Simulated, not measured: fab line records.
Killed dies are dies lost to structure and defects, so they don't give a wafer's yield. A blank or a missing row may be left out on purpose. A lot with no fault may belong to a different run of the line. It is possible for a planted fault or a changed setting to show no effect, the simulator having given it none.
A struck lot beside a sound one | flow nandHarc | 14 out of 1159 route steps
Sound: these wafers, L492.1, L492.3, L492.6. Struck: wafers L477.2, L477.3. (L477.1 of the same lot was not struck and is left out.) The cause comes at the end.
At each step with rows: each side's tool, then ch and its chambers, then its first start. Under that, the readings that differ: sound wafers | struck wafers | difference of the means | sigmas: that difference in standard deviations of wafers without a fault.
alike: readings with means less than 2 such deviations apart, plus words and numbers identical on both sides. not compared: withheld readings, readings lacking a value on some wafer, bounds such as >300 that could conceal the same value, and numbers that have no deviation in the record and whose values overlap.
The two part at a step that has a row with sigmas, a row that says differs or no value, or rows on one side only. Numbers that don't overlap but have no deviation are shown without sigmas and don't part them. Lack of a reading on every wafer of one side parts them only where that side has two or more wafers.

first, 9 steps without rows for these wafers: NHARC_A_STAIRCASE_DEHYDRATE_158 (time 120 s); NHARC_A_STAIRCASE_HMDS_159 (time 30 s); NHARC_A_STAIRCASE_COAT_160; NHARC_A_STAIRCASE_SOFTBAKE_161 (time 170 s); NHARC_A_STAIRCASE_EBR_162; NHARC_A_STAIRCASE_EXPOSE_163 (exposes mask STAIR OPEN); NHARC_A_STAIRCASE_PEB_164 (peb time 130 s); NHARC_A_STAIRCASE_DEVELOP_165 (time 140 s); NHARC_A_STAIRCASE_HARDBAKE_167 (time 140 s).
NHARC_A_STAIRCASE_DESCUM_168: chemistry O2, time 3 s.
  sound on rieDiel-04 ch 0,1,3, day 15 16:46; struck on rieDiel-11 ch 1,2, day 11 22:14
  alike: drypumpMotorCurrentA, oesProductAu, rfVppV, showerheadPlenumPTorr, throttleValvePct
  not compared: rfHoursCounterH
NHARC_A_STAIRCASE_ETCH_169: etches the open film in CH3F/O2, target depth 50 nm, time 107.1 s.
  sound on rieDiel-04 ch 0,1,2, day 15 16:53; struck on rieDiel-11 ch 1,3, day 11 22:19
  alike: drypumpMotorCurrentA, oesProductAu, rfVppV, runLengthS, showerheadPlenumPTorr, throttleValvePct
  not compared: rfHoursCounterH
NHARC_A_STAIRCASE_ETCH_170: etches the open film in C4F6/O2, target depth 200 nm, time 66.667 s.
  sound on rieDiel-04 ch 0,2,3, day 15 17:01; struck on rieDiel-11 ch 2,3, day 11 22:26
reading        | sound          | struck    | difference | sigmas
runLengthS (s) | 87.3 88.2 88.4 | 98.3 99.4 | +10.9      | +26
  alike: c4f6FlowSccm, drypumpMotorCurrentA, oesProductAu, rfVppV, showerheadPlenumPTorr, throttleValvePct
  not compared: rfHoursCounterH
NHARC_A_STAIRCASE_STRIP_171: strips in O2.
  sound on plasmaAsher-02 ch 0,1, day 15 17:07; struck on plasmaAsher-02 ch 0,1, day 11 22:41
  alike: drypumpMotorCurrentA, heaterPowerW
  not compared: rfHoursCounterH
after that, 1 step had no rows for these wafers: NHARC_END_SORT_01.

== WHERE THEY PART ==
Only at NHARC_A_STAIRCASE_ETCH_170, within this record. Later steps at which nothing parts them and some readings are alike: NHARC_A_STAIRCASE_STRIP_171.

WHY: the cause the simulator had injected
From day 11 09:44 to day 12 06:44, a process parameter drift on rieDiel-11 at NHARC_A_STAIRCASE_ETCH_170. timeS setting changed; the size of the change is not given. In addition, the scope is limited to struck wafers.
